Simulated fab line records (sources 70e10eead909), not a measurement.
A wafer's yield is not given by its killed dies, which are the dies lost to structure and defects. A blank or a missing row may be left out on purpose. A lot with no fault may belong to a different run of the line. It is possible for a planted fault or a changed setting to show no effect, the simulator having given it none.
fab line records	flow nand_harc
[record] lots = 12	wafers = 34	last_day = 32
route steps=1302 shown A_CONTACT@1041 END@1302
lots that met no fault: from a run of the same line without faults
start_h: the number of hours between the record's first day and the start of the first shown wafer of the lot	wait_h: hours elapsed since this lot's preceding step	" repeats the value in the row above	L1.1+2: one row covering several wafers at once	- no value, or no start given	* or withheld: withheld	< > ~ a bound
route shown NAME@n: names a module that has steps shown in the file, with the first one's number in the route	usual: mean/standard deviation taken from wafers without a fault	same: alike in all rows	chamber/n: place in a boat	sites: per-site readings	_std_site: standard deviation of those values	_edge_site: mean of outer sites minus mean of inner sites	radius_mm: for every site, how far away it sits from the centre of the wafer	mask NAME#n: copy n	behind: tool/chamber where the wafer was last shaped	hold: why the lot was held/for how many hours/how that ended	device: names the non-switching transistor (n, p or np)	end of line: tests of these same wafers at the route's end	step lacking rows: just its recipe	killed: not the wafer's yield, but the dies lost to structure and defects at the first sort	map: a wafer's dies, marking killed ones x, the rest . and places with no die _
set.NAME: the setting the step ran with; set.NAME@STEP: the setting that earlier step ran with	model.NAME: the simulator's own value behind a step, which no gauge read
route steps across a sampled set of lots; one table per step, one row per wafer
services: a tool's chamber out of use, with start hour (start_h, from the record's first day; less than 0 if before it), hours out, and reason
[[steps]]
[step NHARC_A_CONTACT_INSPECT_71]
[usual] raw_defect_count = 84/26
lot.wafer	tool	chamber	start_h	wait_h	raw_defect_count
L418.1	defect_inspect-02	-	502.82	0.0	114
L418.4	"	-	"	"	122
L418.5	"	-	"	"	105
L420.2	defect_inspect-01	-	516.97	0.0	106
L420.3	"	-	"	"	101
L420.4	"	-	"	"	103
L421.2	defect_inspect-01	-	543.79	0.0	55
L421.5	"	-	"	"	65
L421.6	"	-	"	"	66
L423.3	defect_inspect-01	-	555.38	0.0	122
L423.5	"	-	"	"	93
L423.6	"	-	"	"	106
L425.1	defect_inspect-01	-	570.50	0.0	29
L425.2	"	-	"	"	37
L425.3	"	-	"	"	33
L424.4	defect_inspect-01	-	588.15	0.0	118
L424.5	"	-	"	"	110
L424.6	"	-	"	"	113
L434.1	defect_inspect-01	-	656.54	0.0	72
L434.3	"	-	"	"	70
L434.6	"	-	"	"	56
L435.1	defect_inspect-02	-	664.20	0.0	68
L435.4	"	-	"	"	72
L432.2	defect_inspect-01	-	669.31	0.0	118
L432.3	"	-	"	"	96
L436.1	defect_inspect-02	-	689.98	0.0	62
L436.2	"	-	"	"	65
L436.5	"	-	"	"	73
L437.3	defect_inspect-01	-	713.63	0.0	99
L437.5	"	-	"	"	105
L437.6	"	-	"	"	95
L440.1	defect_inspect-02	-	718.07	0.0	58
L440.5	"	-	"	"	70
L440.6	"	-	"	"	57
[step NHARC_A_CONTACT_ETCH_78]
[recipe] target_depth_a = 53000	over_etch_frac = 0.3	time_s = 1378	ion_energy_ev = 150	o2_flow_sccm = 400	cos_flow_sccm = 20	ar_flow_sccm = 0	rf_w = 500	bias_w = 300	chemistry = O2/COS
[usual] chamber_pressure_mTorr = 19.998/0.018	drypump_motor_current_A = 5.7/0.58	o2_flow_sccm = 399.9/1.2	oes_product_au = 1.007/0.0091	rf_fwd_power_W = 499.5/1.6	rf_vpp_V = 313.8/2.4	showerhead_plenum_p_Torr = 3.09/0.16	throttle_valve_pct = 28.329/0.008
lot.wafer	tool	chamber	start_h	wait_h	chamber_pressure_mTorr	drypump_motor_current_A	o2_flow_sccm	oes_product_au	rf_fwd_power_W	rf_hours_counter_h	rf_vpp_V	showerhead_plenum_p_Torr	throttle_valve_pct
L418.4	rie_diel-11	1	503.49	-	19.980	5.8	400.1	0.990	496.7	16	313.3	3.02	28.326
L418.1	"	3	"	"	20.004	5.4	399.5	1.003	501.0	20	316.8	3.33	28.334
L418.5	"	2	"	"	20.007	5.5	398.9	0.998	500.4	-	309.4	2.92	28.335
L420.4	rie_diel-01	3	517.74	-	20.028	6.3	398.2	1.002	500.3	21	312.7	2.99	28.329
L420.2	"	0	"	"	20.005	6.0	399.2	0.986	498.4	21	311.1	2.96	28.336
L420.3	"	1	"	"	19.982	5.0	399.5	1.009	497.5	22	318.6	3.36	28.319
L421.2	rie_diel-01	1	544.75	-	20.021	5.0	402.6	0.994	497.1	26	317.9	3.36	28.332
L421.6	"	2	"	"	20.020	4.9	400.5	1.013	497.5	-	314.0	3.14	28.335
L421.5	"	3	"	"	20.026	6.3	400.8	1.011	497.3	-	312.7	2.98	28.325
L423.3	rie_diel-01	3	556.16	-	19.971	6.3	397.7	0.995	499.1	28	312.7	2.98	28.323
L423.5	"	0	"	"	20.001	6.0	399.8	0.991	496.7	-	311.0	2.96	28.319
L423.6	"	1	"	"	19.995	5.0	397.8	0.996	502.1	-	317.7	3.36	28.321
L425.2	rie_diel-01	2	571.17	-	20.014	5.0	401.0	1.016	499.5	0	314.6	3.14	28.316
L425.1	"	3	"	"	19.998	6.3	398.0	1.006	499.1	1	312.5	2.98	28.336
L425.3	"	1	"	"	19.990	5.0	398.4	1.016	501.3	1	317.1	3.36	28.335
L424.4	rie_diel-01	2	589.80	-	19.999	5.0	398.6	1.000	498.0	6	314.6	3.14	28.325
L424.5	"	1	"	"	19.995	5.0	399.4	1.005	499.7	-	317.6	3.35	28.338
L424.6	"	2	"	"	20.006	5.0	399.2	1.001	499.5	-	314.2	3.14	28.341
L434.3	rie_diel-01	1	657.40	-	19.991	5.0	401.2	0.812	496.7	16	316.2	3.35	28.322
L434.1	"	2	"	"	19.991	5.0	398.4	1.011	499.2	15	314.6	3.13	28.339
L434.6	"	0	"	"	19.997	6.1	401.0	1.007	497.3	-	312.9	2.95	28.327
L435.1	rie_diel-01	3	665.35	-	19.977	6.3	402.2	1.029	497.5	19	312.0	2.97	28.338
L435.4	"	0	"	"	19.989	6.1	401.6	0.825	498.4	19	314.3	2.95	28.339
L432.2	rie_diel-01	1	669.98	-	20.015	5.0	400.9	1.013	498.9	18	319.8	3.35	28.327
L432.3	"	0	"	"	19.977	6.0	401.8	0.813	496.0	20	311.9	2.95	28.333
L436.2	rie_diel-11	2	690.94	-	20.005	5.5	398.0	0.994	497.3	20	316.3	3.36	28.343
L436.1	"	0	"	"	20.017	6.3	401.5	0.999	497.7	22	313.6	3.03	28.335
L436.5	"	2	"	"	20.015	5.5	400.1	1.006	498.3	-	317.6	3.36	28.316
L437.3	rie_diel-05	2	714.39	-	19.992	6.2	400.7	1.007	500.2	39	313.9	3.13	28.321
L437.6	"	2	"	"	20.006	6.3	400.3	1.003	499.5	-	313.9	3.13	28.338
L437.5	"	3	"	"	19.989	5.8	402.8	1.012	501.1	-	310.0	2.91	28.320
L440.1	rie_diel-11	0	718.83	-	19.997	6.3	399.7	0.995	499.0	32	313.1	3.03	28.322
L440.6	"	3	"	"	20.026	5.4	401.8	1.019	502.6	-	315.7	3.30	28.324
L440.5	"	0	"	"	19.993	6.3	399.4	0.992	498.9	-	313.4	3.03	28.329
[step NHARC_A_CONTACT_ETCH_126]
[recipe] source_w = withheld	pressure_mtorr = 20	bias_v = 3000	time_s = 197	target_depth_a = 19180	ar_flow_sccm = withheld	c4f8_flow_sccm = withheld	o2_flow_sccm = withheld	chemistry = C4F8/O2/Ar
[usual] chamber_pressure_mTorr = 20.001/0.018	oes_air_line_au = 1.001/0.024
lot.wafer	tool	chamber	start_h	wait_h	chamber_pressure_mTorr	oes_air_line_au	rf_hours_counter_h
L418.1	har_cap_etch-02	1	504.81	0.1	20.006	0.978	84
L418.4	"	1	"	"	19.980	0.967	-
L418.5	"	0	"	"	20.016	0.985	-
L420.2	har_cap_etch-01	1	518.98	0.1	20.006	1.031	0
L420.4	"	0	"	"	19.995	1.000	-
L420.3	"	1	"	"	20.000	1.005	-
L421.2	har_cap_etch-03	1	545.80	0.1	20.001	1.011	51
L421.5	"	0	"	"	20.011	0.963	-
L421.6	"	1	"	"	19.991	1.002	-
L423.3	har_cap_etch-01	1	557.72	0.1	19.985	0.979	-
L423.6	"	1	"	"	20.022	1.044	-
L423.5	"	0	"	"	19.973	1.028	-
L425.2	har_cap_etch-01	0	572.61	0.2	20.004	0.995	8
L425.1	"	1	"	"	19.965	0.997	8
L425.3	"	0	"	"	19.953	0.977	-
L424.4	har_cap_etch-02	1	591.06	0.1	20.039	1.060	-
L424.6	"	1	"	"	20.007	1.038	-
L424.5	"	0	"	"	20.006	0.946	-
L434.1	har_cap_etch-03	1	658.51	0.1	20.003	1.006	70
L434.3	"	1	"	"	20.012	0.987	-
L434.6	"	1	"	"	20.021	0.963	-
L435.1	har_cap_etch-01	1	666.79	0.2	20.024	1.017	25
L435.4	"	0	"	"	19.998	0.979	-
L432.2	har_cap_etch-03	1	671.32	0.1	19.996	1.039	73
L432.3	"	1	"	"	19.998	1.038	-
L436.1	har_cap_etch-02	0	692.16	0.1	19.990	1.005	120
L436.2	"	1	"	"	20.023	0.993	120
L436.5	"	0	"	"	19.977	1.008	-
L437.3	har_cap_etch-02	0	715.76	0.1	19.979	0.976	-
L437.5	"	0	"	"	20.021	0.992	-
L437.6	"	1	"	"	20.003	0.997	-
L440.1	har_cap_etch-03	0	720.05	0.1	19.970	0.960	81
L440.5	"	0	"	"	19.986	0.968	-
L440.6	"	1	"	"	20.000	0.982	-
[step NHARC_A_CONTACT_ETCH_127]
[recipe] source_w = withheld	pressure_mtorr = 20	bias_v = 3000	time_s = 197	target_depth_a = 19180	ar_flow_sccm = withheld	c4f8_flow_sccm = withheld	o2_flow_sccm = withheld	chemistry = C4F8/O2/Ar
[usual] chamber_pressure_mTorr = 20.002/0.017	oes_air_line_au = 1.002/0.019
lot.wafer	tool	chamber	start_h	wait_h	chamber_pressure_mTorr	oes_air_line_au	rf_hours_counter_h
L418.1	har_cap_etch-02	1	504.99	0.1	19.999	1.006	84
L418.4	"	1	"	"	20.000	1.007	-
L418.5	"	0	"	"	20.005	1.023	-
L420.2	har_cap_etch-01	1	519.16	0.1	19.991	1.012	0
L420.4	"	0	"	"	19.976	1.015	-
L420.3	"	1	"	"	19.990	1.017	-
L421.2	har_cap_etch-03	1	545.98	0.1	19.979	0.990	51
L421.5	"	0	"	"	19.994	1.012	-
L421.6	"	1	"	"	19.985	1.007	-
L423.3	har_cap_etch-01	1	557.90	0.1	20.009	0.987	-
L423.6	"	1	"	"	19.992	1.009	-
L423.5	"	0	"	"	19.994	1.013	-
L425.2	har_cap_etch-01	0	572.85	0.2	19.981	0.996	9
L425.1	"	1	"	"	20.010	1.013	9
L425.3	"	0	"	"	19.997	0.983	-
L424.4	har_cap_etch-02	1	591.23	0.1	20.007	0.996	-
L424.6	"	1	"	"	20.007	0.985	-
L424.5	"	0	"	"	20.009	0.993	-
L434.1	har_cap_etch-03	1	658.69	0.1	20.005	0.985	70
L434.3	"	1	"	"	20.013	0.995	-
L434.6	"	1	"	"	19.997	1.002	-
L435.1	har_cap_etch-01	1	667.02	0.2	20.008	1.009	25
L435.4	"	0	"	"	19.994	1.009	-
L432.2	har_cap_etch-03	1	671.50	0.1	20.013	0.981	73
L432.3	"	1	"	"	19.976	0.971	-
L436.1	har_cap_etch-02	0	692.34	0.1	19.998	0.998	120
L436.2	"	1	"	"	20.025	1.001	120
L436.5	"	0	"	"	19.981	0.984	-
L437.3	har_cap_etch-02	0	715.94	0.1	20.012	0.991	-
L437.5	"	0	"	"	20.027	0.993	-
L437.6	"	1	"	"	19.991	1.001	-
L440.1	har_cap_etch-03	0	720.23	0.1	20.003	0.960	81
L440.5	"	0	"	"	19.973	0.998	-
L440.6	"	1	"	"	19.989	1.011	-
[step NHARC_END_SORT_01]
[recipe] temp_c = 25
[usual] killed_at_array = 62/15	killed_at_other = 0.8/1	killed_at_periphery = 3.7/2.6	killed_dies = 66/15	killed_open = 3.1/1.8	killed_short = 2.6/1.7
[same] gross_dies = 677
lot.wafer	tool	chamber	start_h	wait_h	killed_at_array	killed_at_other	killed_at_periphery	killed_dies	killed_open	killed_short
L423.3	prober-01	0	618.69	3.1	79	0	2	81	4	4
L423.5	prober-01	0	620.27	3.7	83	2	4	89	8	1
L423.6	prober-01	0	621.07	4.0	82	1	3	86	1	1
L425.1	prober-02	0	639.58	2.5	28	1	2	31	3	0
L425.2	prober-02	0	640.39	2.8	43	1	2	46	3	1
L425.3	prober-02	0	641.20	3.1	34	0	2	36	0	1
L434.1	prober-02	0	713.81	2.5	61	1	5	67	7	5
L434.3	prober-02	0	715.40	3.1	670	0	7	677	5	3
L434.6	prober-02	0	717.78	4.0	51	1	7	59	5	5
L435.1	prober-02	0	727.84	2.5	55	1	1	57	2	2
L435.4	prober-02	0	730.24	3.4	675	0	2	677	3	6
L432.2	prober-01	0	733.44	2.8	71	1	5	77	3	4
L432.3	prober-01	0	734.24	3.1	670	0	7	677	1	3
L436.1	prober-02	0	747.55	2.5	54	0	3	57	5	3
L436.2	prober-02	0	748.35	2.8	52	0	5	57	2	4
L436.5	prober-02	0	750.73	3.7	61	0	2	63	5	0
L440.5	prober-01	0	778.42	3.7	58	0	5	63	2	8
L437.3	prober-02	0	776.75	3.1	83	0	5	88	7	3
L437.5	prober-02	0	778.36	3.7	73	0	4	77	3	2
// killed by level:class
L423.3 A_SLIT:chamber_film_flake=31 A_CHANNEL_HOLE_D2:chamber_film_flake=28 A_CHANNEL_HOLE_D1:chamber_film_flake=3 A_CONTACT:chamber_film_flake=3 A_CHANNEL_FILL_D1:geometric_particle:short=2 A_CONTACT:geometric_particle:open=2 P_M2:chamber_film_flake=2 A_SGD_CUT:chamber_film_flake=2
L423.5 A_CHANNEL_HOLE_D2:chamber_film_flake=25 A_SLIT:chamber_film_flake=25 A_CONTACT:chamber_film_flake=10 A_CHANNEL_HOLE_D1:chamber_film_flake=7 A_WL_FILL:chamber_film_flake=4 P_M2:chamber_film_flake=3 A_CHANNEL_FILL_D1:geometric_particle:open=2 A_CHANNEL_FILL_D2:geometric_particle:open=2
L423.6 A_CHANNEL_HOLE_D2:chamber_film_flake=34 A_SLIT:chamber_film_flake=28 A_CONTACT:chamber_film_flake=6 A_SGD_CUT:chamber_film_flake=4 A_CHANNEL_HOLE_D1:chamber_film_flake=3 A_CHANNEL_FILL_D2:chamber_film_flake=2 A_CHANNEL_HOLE_D1:geometric_particle:short=1 A_CHANNEL_FILL_D2:geometric_particle:open=1
L425.1 A_CHANNEL_HOLE_D2:chamber_film_flake=10 A_STAIRCASE:chamber_film_flake=5 A_CONTACT:chamber_film_flake=5 A_CHANNEL_HOLE_D1:chamber_film_flake=4 P_M0:geometric_particle:open=1 A_CHANNEL_HOLE_D2:geometric_particle:open=1 A_WL_FILL:geometric_particle:open=1 P_GATE:chamber_film_flake=1
L425.2 A_CHANNEL_HOLE_D2:chamber_film_flake=17 A_STAIRCASE:chamber_film_flake=8 A_CONTACT:chamber_film_flake=6 A_CHANNEL_HOLE_D1:chamber_film_flake=4 A_WL_FILL:chamber_film_flake=3 P_M0:geometric_particle:open=1 A_CHANNEL_FILL_D2:geometric_particle:short=1 A_SGD_CUT:geometric_particle:open=1
L425.3 A_CHANNEL_HOLE_D2:chamber_film_flake=10 A_STAIRCASE:chamber_film_flake=8 A_CONTACT:chamber_film_flake=7 A_CHANNEL_HOLE_D1:chamber_film_flake=6 A_SLIT:chamber_film_flake=2 P_CONTACT:geometric_particle:short=1 P_STI:chamber_film_flake=1 A_CHANNEL_FILL_D2:chamber_film_flake=1
L434.1 A_SLIT:chamber_film_flake=34 A_CHANNEL_HOLE_D1:chamber_film_flake=10 A_BLC:chamber_film_flake=3 A_STAIRCASE:chamber_film_flake=3 P_GATE:geometric_particle:open=2 A_ONON_D2:geometric_particle:short=2 A_ONON_D2:geometric_particle:open=2 P_BONDPAD:chamber_film_flake=2
L434.3 A_CONTACT:area_etch=615 A_SLIT:chamber_film_flake=29 A_CHANNEL_HOLE_D1:chamber_film_flake=10 A_STAIRCASE:chamber_film_flake=5 P_CONTACT:geometric_particle:open=2 P_GATE:chamber_film_flake=2 P_BONDPAD:chamber_film_flake=2 A_BLC:chamber_film_flake=2
L434.6 A_SLIT:chamber_film_flake=24 A_CHANNEL_HOLE_D1:chamber_film_flake=10 A_STAIRCASE:chamber_film_flake=5 P_BONDPAD:chamber_film_flake=4 P_M1:geometric_particle:open=2 A_ONON_D2:geometric_particle:short=2 A_CONTACT:geometric_particle:open=2 A_BLC:chamber_film_flake=2
L435.1 A_CHANNEL_HOLE_D1:chamber_film_flake=35 A_CONTACT:chamber_film_flake=5 A_ZERO_WELL:chamber_film_flake=5 A_WL_FILL:chamber_film_flake=2 A_DECK1_JOINT:geometric_particle:open=1 A_ONON_D2:geometric_particle:short=1 A_WL_FILL:geometric_particle:short=1 A_BLC:geometric_particle:open=1
L435.4 A_CONTACT:area_etch=628 A_CHANNEL_HOLE_D1:chamber_film_flake=26 A_ZERO_WELL:chamber_film_flake=4 A_CONTACT:chamber_film_flake=4 A_SLIT:chamber_film_flake=3 A_ONON_D1:geometric_particle:open=2 A_M0:geometric_particle:short=2 P_M0:geometric_particle:open=1
L432.2 A_SLIT:chamber_film_flake=25 A_CHANNEL_HOLE_D2:chamber_film_flake=19 A_CHANNEL_HOLE_D1:chamber_film_flake=11 A_CONTACT:chamber_film_flake=8 P_BONDPAD:chamber_film_flake=2 A_STAIRCASE:chamber_film_flake=2 P_GATE:geometric_particle:short=1 P_CONTACT:geometric_particle:short=1
L432.3 A_CONTACT:area_etch=600 A_SLIT:chamber_film_flake=28 A_CHANNEL_HOLE_D2:chamber_film_flake=22 A_CONTACT:chamber_film_flake=6 P_BONDPAD:chamber_film_flake=5 A_STAIRCASE:chamber_film_flake=4 A_CHANNEL_HOLE_D1:chamber_film_flake=3 A_ZERO_WELL:chamber_film_flake=2
L436.1 A_CHANNEL_HOLE_D1:chamber_film_flake=31 A_STAIRCASE:chamber_film_flake=5 A_CONTACT:chamber_film_flake=4 A_SLIT:chamber_film_flake=3 A_M0:chamber_film_flake=2 P_CONTACT:geometric_particle:open=1 P_M0:geometric_particle:open=1 A_ONON_D1:geometric_particle:open=1
L436.2 A_CHANNEL_HOLE_D1:chamber_film_flake=30 P_CONTACT:chamber_film_flake=4 A_STAIRCASE:chamber_film_flake=4 A_SLIT:chamber_film_flake=3 A_CONTACT:chamber_film_flake=3 A_CHANNEL_HOLE_D1:unspecified=2 A_SOURCE_PLATE:geometric_particle:short=1 A_ONON_D2:geometric_particle:short=1
L436.5 A_CHANNEL_HOLE_D1:chamber_film_flake=32 A_CONTACT:chamber_film_flake=10 A_STAIRCASE:chamber_film_flake=6 A_SLIT:chamber_film_flake=4 A_CHANNEL_HOLE_D1:unspecified=2 A_CHANNEL_HOLE_D2:chamber_film_flake=2 P_M1:geometric_particle:open=1 A_ONON_D1:geometric_particle:open=1
L437.3 A_CHANNEL_HOLE_D1:chamber_film_flake=35 A_CHANNEL_HOLE_D2:chamber_film_flake=26 A_BONDPAD:chamber_film_flake=6 A_SLIT:chamber_film_flake=3 A_STAIRCASE:chamber_film_flake=3 A_CONTACT:chamber_film_flake=3 P_GATE:geometric_particle:open=2 A_ONON_D2:geometric_particle:short=2
L437.5 A_CHANNEL_HOLE_D2:chamber_film_flake=26 A_CHANNEL_HOLE_D1:chamber_film_flake=25 A_CONTACT:chamber_film_flake=7 P_CONTACT:chamber_film_flake=3 A_SLIT:chamber_film_flake=3 A_ONON_D2:geometric_particle:open=2 A_BONDPAD:chamber_film_flake=2 A_BLC:chamber_film_flake=2
L440.5 A_SLIT:chamber_film_flake=37 P_STI:chamber_film_flake=3 A_CHANNEL_HOLE_D1:chamber_film_flake=3 A_CONTACT:chamber_film_flake=3 A_DECK1_JOINT:geometric_particle:short=2 A_ZERO_WELL:chamber_film_flake=2 A_STAIRCASE:chamber_film_flake=2 P_CONTACT:geometric_particle:open=1
[[services]]
tool	chamber	start_h	hours	kind
rie_diel-01	0	487.89	-	clean
rie_diel-01	1	487.89	-	clean
rie_diel-01	2	487.89	-	clean
rie_diel-01	3	487.89	-	clean
har_cap_etch-01	-	497.60	17.0	pm
har_cap_etch-01	0	497.60	17.0	vent_cycle
har_cap_etch-01	1	497.60	17.0	vent_cycle
rie_diel-01	0	512.39	-	clean
rie_diel-01	1	512.39	-	clean
rie_diel-01	2	512.39	-	clean
rie_diel-01	3	512.39	-	clean
har_cap_etch-01	0	514.60	-	clean
har_cap_etch-01	1	514.60	-	clean
har_cap_etch-02	-	533.86	0.5	repair
rie_diel-01	0	536.89	-	clean
rie_diel-01	1	536.89	-	clean
rie_diel-01	2	536.89	-	clean
rie_diel-01	-	557.82	9.0	pm
har_cap_etch-02	-	564.73	1.6	repair
rie_diel-11	2	580.32	2.7	repair
rie_diel-05	-	583.66	9.0	pm
rie_diel-11	-	610.70	9.0	pm
rie_diel-05	0	624.22	17.4	repair
rie_diel-11	2	643.46	6.4	repair
[[key]]
[first_sign] step = NHARC_A_CONTACT_ETCH_78	reading = oes_product_au	direction = down	sigmas = 21	usual = 1.007	struck = 0.817
[effect] step = NHARC_END_SORT_01	reading = killed_at_array	direction = up	sigmas = 40	usual = 62	struck = 672
[more_kills_born_at] NHARC_A_CONTACT_ETCH_78@rie_diel-01 = 1843
met_at NHARC_A_CONTACT_ETCH_78
struck_lots L432,L434,L435
struck_wafers L432.3,L434.3,L435.4
later_rows_left_out L432.3,L434.3,L435.4
tester_left_out L432,L434,L435
not_acting_at NHARC_A_CONTACT_INSPECT_71,NHARC_A_CONTACT_ETCH_126,NHARC_A_CONTACT_ETCH_127
onset_between 589.80 657.40
[fault] kind = process_parameter_drift	tool = rie_diel-01	chamber = -	onset_h = 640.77	steps = NHARC_A_CONTACT_ETCH_78	channel = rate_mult	offset = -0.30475	shape = step	end_h = 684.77	scope = struck_wafers_only
// tester_left_out: of these lots the tester's yield and bins aren't shown, on N5 and GAA mostly nor the transistor test; their killed dies are dies lost to structure and defects alone, not to doping, threshold or leakage, so they don't give the yield
// later_rows_left_out: the simulator's readings of these wafers behind a module that went badly wrong aren't trusted and aren't shown, but for the sort
